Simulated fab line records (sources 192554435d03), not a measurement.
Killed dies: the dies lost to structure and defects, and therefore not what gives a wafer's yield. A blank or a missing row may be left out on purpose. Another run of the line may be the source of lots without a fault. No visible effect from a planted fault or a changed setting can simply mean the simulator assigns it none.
fab line records	flow n5Finfet
record lots=9	wafers=27	lastDay=17
route steps=1938 shown BEOL_M4@1023 PASSIVATION@1936
lots untouched by any fault: they come from a run of this same line in which no faults occurred
startH: the number of hours between the record's first day and the start of the first shown wafer of the lot	waitH: hours from the lot's prior step to this one	" as in the row above	L1.1+2: several wafers, shown together as one row	- no value present, or no start provided	* or withheld: withheld	< > ~ a bound
route shown NAME@n: a module of which the file shows steps, and the number in the route of the first	usual: mean/standard deviation of fault-free wafers	same: alike in all rows	chamber/n: place in a boat	sites: each site's reading	_std_site: standard deviation across them	_edge_site: mean of outer sites minus mean of inner sites	radiusMm: how far each site lies from the wafer's centre	mask NAME#n: copy n	behind: the most recent tool/chamber to have shaped the wafer	hold: what put the lot on hold/how long, in hours/how the hold closed	device: the n, p or np transistor that did not switch	end of line: at the end of the route, the tests of the same wafers	a step given without rows: its recipe and nothing more	killed: not the wafer's yield, but the dies lost to structure and defects at the first sort	map: a wafer's dies, x killed, . not, _ none there
set.NAME: the setting as run; set.NAME@STEP: as run at that earlier step	model.NAME: the simulator's own value behind a step, which no gauge read
steps of the route over a sample of lots; a table a step, a row a wafer
services: from which hour (startH, from the record's first day; less than 0 if before it) a tool's chamber was out of use, for how many hours, and why
## steps
# step N5_BEOL_M4_PECVD_72
# recipe material=SiO2	targetThkA=160	tempC=400	precursor=TEOS/O2	pressureTorr=5.5	rfW=450	teosFlowSccm=53.8	gas=O2	flowSccm=3000	timeS=18
# usual heaterPowerW=708/83	showerheadPlenumPTorr=8.76/0.072	throttleValvePct=21.9/1.2
lot.wafer	tool	chamber	startH	waitH	heaterPowerW	showerheadPlenumPTorr	sinceWetCleanH	throttleValvePct
L626.2	pecvd-01	2	162.35	0.1	729	8.74	475	20.8
L626.3	"	1	"	"	752	8.69	-	21.6
L626.6	"	2	"	"	720	8.75	-	20.6
L631.2	pecvd-01	0	191.72	0.0	809	8.69	30	20.2
L631.3	"	2	"	"	749	8.76	504	20.6
L631.6	"	0	"	"	843	8.70	-	20.3
L632.1	pecvd-02	1	192.87	0.0	705	8.76	1803	23.3
L632.3	"	2	"	"	589	8.69	278	22.2
L632.5	"	0	"	"	721	8.83	-	22.9
L640.2	pecvd-01	0	245.61	0.0	837	8.65	84	20.6
L640.5	"	2	"	"	822	8.74	-	20.9
L640.6	"	0	"	"	817	8.67	-	20.5
L642.1	pecvd-03	0	252.47	0.0	763	8.88	956	24.2
L642.2	"	2	"	"	640	8.74	202	21.7
L642.6	"	0	"	"	776	8.90	-	24.8
L643.1	pecvd-02	1	253.99	0.0	575	8.76	1864	23.2
L643.3	"	0	"	"	757	8.83	-	22.8
L643.5	"	1	"	"	570	8.78	-	23.3
L645.1	pecvd-03	1	278.79	0.0	656	8.85	1708	21.1
L645.4	"	2	"	"	597	8.75	-	21.9
L645.5	"	0	"	"	739	8.90	-	24.7
L646.1	pecvd-02	2	283.80	0.0	632	8.69	369	22.2
L646.5	"	1	"	"	647	8.78	-	23.0
L646.6	"	0	"	"	740	8.82	-	22.9
L648.2	pecvd-03	1	297.99	0.0	648	8.86	1727	21.0
L648.3	"	0	"	"	733	8.89	1002	24.6
L648.5	"	1	"	"	636	8.85	-	21.0
# step N5_BEOL_M4_SPUTTER_81
# recipe material=Cu	targetThkA=45	tempC=-20	chamberPressurePa=0.07	powerW=withheld	timeS=8.29
# usual throttleValvePct=30.0/1.2
lot.wafer	tool	chamber	startH	waitH	throttleValvePct
L626.2	pvdSputter-01	-	169.29	0.1	27.7
L626.3	"	-	"	"	31.5
L626.6	"	-	"	"	31.3
L632.1	pvdSputter-03	-	200.34	0.1	28.9
L632.3	"	-	"	"	28.2
L632.5	"	-	"	"	29.0
L631.2	pvdSputter-01	-	209.56	0.1	29.9
L631.3	"	-	"	"	27.8
L631.6	"	-	"	"	30.5
L640.2	pvdSputter-01	-	254.79	0.1	30.1
L640.5	"	-	"	"	30.3
L640.6	"	-	"	"	29.7
L642.1	pvdSputter-03	-	264.11	0.1	31.2
L642.2	"	-	"	"	30.8
L642.6	"	-	"	"	30.9
L643.1	pvdSputter-03	-	267.44	0.1	30.9
L643.3	"	-	"	"	30.9
L643.5	"	-	"	"	30.8
L645.1	pvdSputter-01	-	288.25	0.1	30.5
L645.4	"	-	"	"	31.5
L645.5	"	-	"	"	29.9
L646.1	pvdSputter-01	-	290.09	0.1	30.1
L646.5	"	-	"	"	31.7
L646.6	"	-	"	"	27.8
L648.2	pvdSputter-02	-	305.96	0.1	28.6
L648.3	"	-	"	"	31.3
L648.5	"	-	"	"	31.0
# step N5_BEOL_M4_SPUTTER_88
# recipe material=Cu	targetThkA=45	tempC=-20	chamberPressurePa=0.07	powerW=withheld	timeS=8.29
# usual throttleValvePct=30.0/1.2
lot.wafer	tool	chamber	startH	waitH	throttleValvePct
L626.2	pvdSputter-01	-	169.73	0.1	28.0
L626.3	"	-	"	"	31.3
L626.6	"	-	"	"	31.4
L632.1	pvdSputter-03	-	200.78	0.1	29.1
L632.3	"	-	"	"	28.1
L632.5	"	-	"	"	29.4
L631.2	pvdSputter-01	-	210.00	0.1	29.9
L631.3	"	-	"	"	27.7
L631.6	"	-	"	"	30.1
L640.2	pvdSputter-01	-	255.23	0.1	29.8
L640.5	"	-	"	"	30.3
L640.6	"	-	"	"	29.9
L642.1	pvdSputter-03	-	264.55	0.1	30.9
L642.2	"	-	"	"	30.8
L642.6	"	-	"	"	30.5
L643.1	pvdSputter-03	-	267.88	0.1	30.8
L643.3	"	-	"	"	31.0
L643.5	"	-	"	"	31.3
L645.1	pvdSputter-01	-	288.69	0.1	30.4
L645.4	"	-	"	"	31.6
L645.5	"	-	"	"	29.7
L646.1	pvdSputter-01	-	290.53	0.1	30.1
L646.5	"	-	"	"	31.7
L646.6	"	-	"	"	27.7
L648.2	pvdSputter-02	-	306.40	0.1	28.3
L648.3	"	-	"	"	31.1
L648.5	"	-	"	"	31.2
# step N5_BEOL_M4_ANNEAL_91
# recipe tempC=400	timeS=240	ambient=vacuum
# usual heaterPowerW=844/98
lot.wafer	tool	chamber	startH	waitH	heaterPowerW
L626.2	pvdSputter-01	-	170.03	0.0	877
L626.3	"	-	"	"	967
L626.6	"	-	"	"	975
L632.1	pvdSputter-03	-	201.08	0.0	916
L632.3	"	-	"	"	860
L632.5	"	-	"	"	909
L631.2	pvdSputter-01	-	210.30	0.0	691
L631.3	"	-	"	"	902
L631.6	"	-	"	"	941
L640.2	pvdSputter-01	-	255.53	0.0	702
L640.5	"	-	"	"	971
L640.6	"	-	"	"	693
L642.1	pvdSputter-03	-	264.85	0.0	869
L642.2	"	-	"	"	889
L642.6	"	-	"	"	884
L643.1	pvdSputter-03	-	268.18	0.0	872
L643.3	"	-	"	"	837
L643.5	"	-	"	"	816
L645.1	pvdSputter-01	-	288.99	0.0	926
L645.4	"	-	"	"	933
L645.5	"	-	"	"	712
L646.1	pvdSputter-01	-	290.83	0.0	695
L646.5	"	-	"	"	976
L646.6	"	-	"	"	896
L648.2	pvdSputter-02	-	306.70	0.0	634
L648.3	"	-	"	"	931
L648.5	"	-	"	"	821
# step N5_BEOL_M4_CMP_52
# recipe stopOn=SiOC	tOverpolishS=6.8	downForcePsi=1	platenRpm=50	clearingPlatenDownForcePsi=1.5	clearingPlatenRpm=50	postCmpClean=cuAlkaline	targetThkNm=40	clearingPlatenPadVelocityMS=0.99484	padVelocityMS=0.99484
# usual barrierFieldEndpointS=25.0/0.62	clearingPlatenRpm=50.003/0.026	motorCurrentA=6.3/0.55	overpolishRunS=6.801/0.0085
lot.wafer	tool	chamber	startH	waitH	barrierFieldEndpointS	clearingPlatenRpm	motorCurrentA	overpolishRunS
L626.2	cmp-01	0	171.39	0.5	24.6	49.987	5.3	6.809
L626.3	"	1	"	"	24.1	50.003	5.4	6.812
L626.6	"	1	"	"	24.6	49.988	5.5	6.796
L632.3	cmp-01	3	202.60	0.2	24.3	49.981	6.6	6.801
L632.1	"	1	"	"	24.6	50.000	5.2	6.799
L632.5	"	2	"	"	24.8	49.989	6.3	6.804
L631.3	cmp-01	1	214.12	0.2	24.6	50.016	5.7	6.815
L631.2	"	3	"	"	25.3	49.989	6.1	6.795
L631.6	"	2	"	"	25.0	50.023	6.3	6.803
L640.2	cmp-03	0	256.60	0.2	25.8	50.051	5.9	6.800
L640.5	"	0	"	"	36.0	50.039	5.9	5.211
L640.6	"	1	"	"	24.6	49.969	6.4	6.795
L642.2	cmp-01	0	266.03	0.3	25.0	49.985	5.7	6.819
L642.1	"	1	"	"	24.9	49.962	5.4	6.799
L642.6	"	3	"	"	25.0	50.052	5.9	6.790
L643.1	cmp-04	3	269.29	0.3	23.9	50.002	5.8	6.795
L643.3	"	1	"	"	24.7	50.013	6.9	6.812
L643.5	"	3	"	"	24.1	50.020	5.8	6.796
L645.4	cmp-04	3	290.10	0.2	25.7	50.050	5.7	6.807
L645.1	"	1	"	"	25.3	49.995	7.0	6.807
L645.5	"	3	"	"	24.9	50.008	6.0	6.775
L646.1	cmp-04	0	291.90	0.3	26.0	50.034	6.8	6.795
L646.6	"	0	"	"	25.3	50.013	6.7	6.802
L646.5	"	1	"	"	25.2	50.036	6.9	6.796
L648.2	cmp-04	3	308.04	0.4	23.6	50.001	5.8	6.809
L648.3	"	1	"	"	24.1	49.985	6.8	6.812
L648.5	"	0	"	"	24.3	49.993	6.7	6.796
# step N5_BEOL_M4_RC_MEAS_101
# usual DIBL_N=35.9/1.8	DIBL_P=36.2/2	IOFF_N=0.16/0.031	IOFF_P=0.22/0.041	ION_N=676/11	ION_P=465/8.5	SS_N=71.4/0.64	SS_P=73.2/0.7	VT_N=250/3.5	VT_P=-250/3.9
lot.wafer	tool	chamber	startH	waitH	DIBL_N[mV/V]	DIBL_P[mV/V]	IOFF_N[nA/um]	IOFF_P[nA/um]	ION_N[uA/um]	ION_P[uA/um]	SS_N[mV/dec]	SS_P[mV/dec]	VT_N[mV]	VT_P[mV]
L626.2	prober-01	0	172.38	0.2	35.4	35.3	0.13	0.22	672	466	71.4	72.4	255	-249
L626.3	"	0	"	"	36.9	37.8	0.17	0.29	694	484	71.1	73.3	249	-244
L626.6	"	0	"	"	35.3	34.9	0.14	0.23	674	476	70.7	73.0	252	-246
L632.1	prober-02	0	203.17	0.0	36.7	36.8	0.15	0.18	670	456	70.9	73.6	252	-256
L632.3	"	0	"	"	38.2	39.8	0.19	0.24	684	464	71.9	73.7	248	-250
L632.5	"	0	"	"	37.1	37.2	0.15	0.20	666	458	70.8	73.7	251	-253
L631.2	prober-02	0	214.88	0.2	35.2	35.6	0.13	0.18	658	448	72.0	73.5	252	-258
L631.3	"	0	"	"	36.6	37.7	0.16	0.22	671	462	72.2	73.9	248	-254
L631.6	"	0	"	"	34.1	34.7	0.12	0.16	672	462	71.5	73.3	252	-255
L640.2	prober-01	0	257.36	0.2	37.3	37.5	0.20	0.28	706	476	71.2	74.2	243	-247
L640.5	"	0	"	"	35.6	35.1	0.16	0.22	682	470	70.9	73.6	246	-251
L640.6	"	0	"	"	34.1	34.6	0.15	0.23	679	469	70.5	73.6	250	-245
L642.1	prober-01	0	266.56	0.0	37.0	35.9	0.19	0.23	682	465	72.1	72.8	244	-248
L642.2	"	0	"	"	35.4	35.0	0.14	0.20	678	468	72.1	72.6	251	-251
L642.6	"	0	"	"	36.2	35.4	0.16	0.21	671	462	72.0	73.4	250	-251
L643.1	prober-01	0	269.86	0.0	37.3	38.5	0.21	0.24	689	464	72.4	74.3	245	-249
L643.3	"	0	"	"	36.9	37.9	0.20	0.23	689	468	71.9	74.2	244	-251
L643.5	"	0	"	"	38.6	39.0	0.22	0.24	691	463	71.9	74.4	246	-250
L645.1	prober-01	0	290.67	0.0	38.3	40.2	0.22	0.28	679	470	72.5	74.3	247	-245
L645.4	"	0	"	"	38.3	39.0	0.20	0.26	685	476	72.2	73.0	246	-246
L645.5	"	0	"	"	37.5	37.9	0.18	0.24	678	464	72.2	73.7	248	-247
L646.1	prober-01	0	292.51	0.0	36.6	37.1	0.16	0.25	684	476	71.8	72.6	248	-247
L646.5	"	0	"	"	37.2	37.5	0.16	0.26	673	470	71.3	73.7	251	-247
L646.6	"	0	"	"	38.2	39.3	0.21	0.30	702	484	71.5	73.6	244	-246
L648.2	prober-02	0	308.80	0.2	35.1	35.2	0.14	0.21	684	470	71.1	72.6	247	-248
L648.3	"	0	"	"	37.9	37.1	0.18	0.24	691	473	71.3	74.2	248	-248
L648.5	"	0	"	"	37.0	36.8	0.16	0.24	678	470	71.6	73.5	248	-248
# step N5_PASSIVATION_PROBE_49
# usual defectLimitedYield=91.3/1.3	killed_at_M0_to_M3=35/9.3	killed_at_M4_up=14/5.2	killedAtContacts=12/5.9	killedAtFrontEnd=38/11	killedAtOther=4/3.7	killedDies=103/15	killedOpen=67/12	killedShort=34/8	sort_bin_5_function=5.1/0.88	sort_bin_6_memory=3.3/0.65	sort_bin_8_speed=0.00/0.03	sortNPass=1077/15	sortYieldPct=91.3/1.3
# same grossDies=1180	killedAtBackSide=0	sort_bin_4_leakage[%]=0
lot.wafer	tool	chamber	startH	waitH	defectLimitedYield[%]	killed_at_M0_to_M3	killed_at_M4_up	killedAtContacts	killedAtFrontEnd	killedAtOther	killedDies	killedOpen	killedShort	sort_bin_5_function[%]	sort_bin_6_memory[%]	sort_bin_8_speed[%]	sortNPass	sortYieldPct[%]
L631.2	prober-01	-	328.52	0.1	89.7	45	11	13	53	0	122	80	40	4.8	5.2	0	1058	89.7
L631.3	prober-01	-	328.57	0.1	89.7	50	19	10	42	0	121	74	46	5.8	4.2	0	1059	89.7
L631.6	prober-01	-	328.72	0.3	89.9	46	17	11	44	1	119	79	39	6.0	4.0	0	1061	89.9
L640.2	prober-02	-	380.65	0.1	91.4	30	15	20	31	5	101	66	34	4.8	3.2	0.08	1079	91.4
L640.5	prober-02	-	380.80	0.2	88.1	52	20	11	56	2	141	93	46	6.7	4.7	0	1039	88.1
L640.6	prober-02	-	380.85	0.3	90.6	42	9	10	44	6	111	65	44	6.4	2.8	0	1069	90.6
L643.1	prober-01	-	384.54	0.0	91.9	49	6	8	30	2	95	46	47	4.3	3.6	0	1085	91.9
L643.3	prober-01	-	384.64	0.1	91.4	19	19	15	42	7	102	57	41	4.8	3.3	0	1078	91.4
L643.5	prober-01	-	384.74	0.2	91.6	24	7	19	44	5	99	58	41	5.5	2.2	0	1081	91.6
L646.1	prober-01	-	397.83	0.0	90.9	34	8	11	40	14	107	72	34	5.3	3.4	0	1073	90.9
L646.5	prober-01	-	398.03	0.2	91.4	25	14	26	32	4	101	71	28	5.3	2.6	0	1079	91.4
L646.6	prober-01	-	398.08	0.3	91.8	31	9	15	35	7	97	59	37	4.8	3.2	0	1083	91.8
L645.4	prober-02	-	399.78	0.7	90.5	36	16	8	49	3	112	62	48	5.8	3.2	0	1068	90.5
# killed by level:class
L631.2 BEOL_M3:geometricParticle:open=21 MOL_CONTACT_COAG:geometricParticle:open=10 DUMMY_GATE:geometricParticle:open=9 FIN_SAQP:geometricParticle:open=8 FIN_SAQP:geometricParticle:short=8 BEOL_M0_SAQP:geometricParticle:open=7 BEOL_M3:geometricParticle:short=6 GATE_CUT:geometricParticle:short=5
L631.3 FIN_SAQP:geometricParticle:short=15 BEOL_M3:geometricParticle:open=15 BEOL_M0_SAQP:geometricParticle:open=10 BEOL_M0_SAQP:geometricParticle:short=10 ILD0:geometricParticle:open=6 MOL_CONTACT_COAG:geometricParticle:open=6 BEOL_M2:geometricParticle:open=6 BEOL_M5:geometricParticle:open=6
L631.6 BEOL_M3:geometricParticle:open=15 BEOL_M0_SAQP:geometricParticle:short=10 MOL_CONTACT_COAG:geometricParticle:open=10 FIN_SAQP:geometricParticle:open=8 BEOL_M0_SAQP:geometricParticle:open=7 STI_FIN_REVEAL:geometricParticle:open=6 DUMMY_GATE:geometricParticle:open=5 FIN_SAQP:geometricParticle:short=4
L640.2 MOL_CONTACT_COAG:geometricParticle:open=13 FIN_SAQP:geometricParticle:open=9 MOL_CONTACT_COAG:geometricParticle:short=7 BEOL_M0_SAQP:geometricParticle:open=7 BEOL_M4:geometricParticle:open=7 FIN_SAQP:geometricParticle:short=6 BEOL_M2:geometricParticle:open=6 BEOL_M0_SAQP:geometricParticle:short=4
L640.5 FIN_SAQP:geometricParticle:open=21 BEOL_M1:geometricParticle:open=16 BEOL_M0_SAQP:geometricParticle:open=11 MOL_CONTACT_COAG:geometricParticle:open=10 FIN_SAQP:geometricParticle:short=9 BEOL_M4:geometricParticle:open=9 STI_FIN_REVEAL:geometricParticle:open=9 BEOL_M0_SAQP:geometricParticle:short=8
L640.6 BEOL_M0_SAQP:geometricParticle:short=13 STI_FIN_REVEAL:geometricParticle:open=11 BEOL_M0_SAQP:geometricParticle:open=10 FIN_SAQP:geometricParticle:open=9 BEOL_M1:geometricParticle:open=8 FIN_SAQP:geometricParticle:short=7 MOL_CONTACT_COAG:geometricParticle:open=7 BEOL_M3:geometricParticle:open=5
L643.1 FIN_SAQP:geometricParticle:short=16 BEOL_M0_SAQP:geometricParticle:open=13 BEOL_M0_SAQP:geometricParticle:short=11 BEOL_M1:geometricParticle:short=7 MOL_CONTACT_COAG:geometricParticle:open=6 BEOL_M1:geometricParticle:open=6 BEOL_M2:geometricParticle:open=5 FIN_SAQP:geometricParticle:open=4
L643.3 MOL_CONTACT_COAG:geometricParticle:open=14 FIN_SAQP:geometricParticle:short=10 BEOL_M0_SAQP:geometricParticle:open=7 BEOL_M4:geometricParticle:open=6 GATE_CUT:geometricParticle:short=6 BEOL_M0_SAQP:geometricParticle:short=4 BEOL_M4:geometricParticle:short=4 STARTING-WAFER:geometricParticle:short=4
L643.5 MOL_CONTACT_COAG:geometricParticle:open=17 FIN_SAQP:geometricParticle:open=15 FIN_SAQP:geometricParticle:short=9 BEOL_M1:geometricParticle:open=7 BEOL_M0_SAQP:geometricParticle:short=6 GATE_CUT:geometricParticle:open=6 BEOL_M0_SAQP:geometricParticle:open=6 GATE_CUT:geometricParticle:short=5
L646.1 MOL_CONTACT_COAG:geometricParticle:open=11 BEOL_M3:geometricParticle:open=10 STI_FIN_REVEAL:geometricParticle:open=8 GATE_CUT:geometricParticle:short=6 BEOL_M0_SAQP:geometricParticle:short=6 BEOL_M0_SAQP:geometricParticle:open=6 DUMMY_GATE:geometricParticle:open=5 ILD0:geometricParticle:short=5
L646.5 MOL_CONTACT_COAG:geometricParticle:open=19 BEOL_M3:geometricParticle:open=11 MOL_CONTACT_COAG:geometricParticle:short=7 BEOL_M4:geometricParticle:open=6 STI_FIN_REVEAL:geometricParticle:open=5 BEOL_M2:geometricParticle:open=5 FIN_SAQP:geometricParticle:open=4 FIN_SAQP:geometricParticle:short=4
L646.6 MOL_CONTACT_COAG:geometricParticle:open=12 BEOL_M0_SAQP:geometricParticle:short=9 FIN_SAQP:geometricParticle:open=7 BEOL_M0_SAQP:geometricParticle:open=7 DUMMY_GATE:geometricParticle:open=5 DUMMY_GATE:geometricParticle:short=4 GATE_CUT:geometricParticle:short=4 BEOL_M1:geometricParticle:open=4
L645.4 BEOL_M4:geometricParticle:open=13 BEOL_M0_SAQP:geometricParticle:short=12 FIN_SAQP:geometricParticle:short=10 GATE_CUT:geometricParticle:short=10 BEOL_M2:geometricParticle:open=9 GATE_CUT:geometricParticle:open=7 MOL_CONTACT_COAG:geometricParticle:open=6 BEOL_M0_SAQP:geometricParticle:open=6
## services
tool	chamber	startH	hours	kind
cmp-01	-	145.89	1.5	repair
cmp-04	-	152.45	4.0	pm
pecvd-03	-	153.80	47.8	repair
pecvd-02	1	154.51	5.5	scheduledDown
cmp-04	-	156.45	-	consumableReplace:conditioner
cmp-04	-	156.45	-	consumableReplace:pad
pecvd-01	0	161.23	2.1	scheduledDown
pecvd-01	1	163.36	2.1	scheduledDown
pecvd-01	2	176.43	2.1	scheduledDown
cmp-01	-	189.89	0.5	repair
cmp-01	-	193.71	0.6	repair
cmp-03	-	198.46	2.4	repair
cmp-01	-	207.65	1.6	repair
pecvd-01	2	208.98	16.5	scheduledDown
pecvd-03	2	239.01	5.5	scheduledDown
pecvd-02	2	252.11	3.4	repair
pvdSputter-03	-	254.06	7.5	repair
pecvd-02	-	257.22	1.5	repair
cmp-03	-	266.47	0.5	repair
cmp-04	-	273.88	2.7	repair
cmp-01	-	276.31	4.0	pm
cmp-01	-	280.31	-	consumableReplace:conditioner
cmp-01	-	280.31	-	consumableReplace:pad
cmp-03	-	305.50	4.0	pm
## key
firstSign step=N5_BEOL_M4_CMP_52	reading=overpolishRunS	direction=down	sigmas=99+	usual=6.801	struck=5.211
effect step=N5_BEOL_M4_CMP_52	reading=barrierFieldEndpointS	direction=up	sigmas=18	usual=25.0	struck=36.0
metAt N5_BEOL_M4_PECVD_72
struckLots L640
struckWafers L640.5
notActingAt N5_BEOL_M4_SPUTTER_81,N5_BEOL_M4_SPUTTER_88,N5_BEOL_M4_ANNEAL_91
onsetBetween 191.72 245.61
fault kind=processParameterDrift	tool=pecvd-01	chamber=2	onsetH=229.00	steps=N5_BEOL_M4_PECVD_72	channel=timeS	offset=*	shape=step	endH=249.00	actsIn=*	stated=*
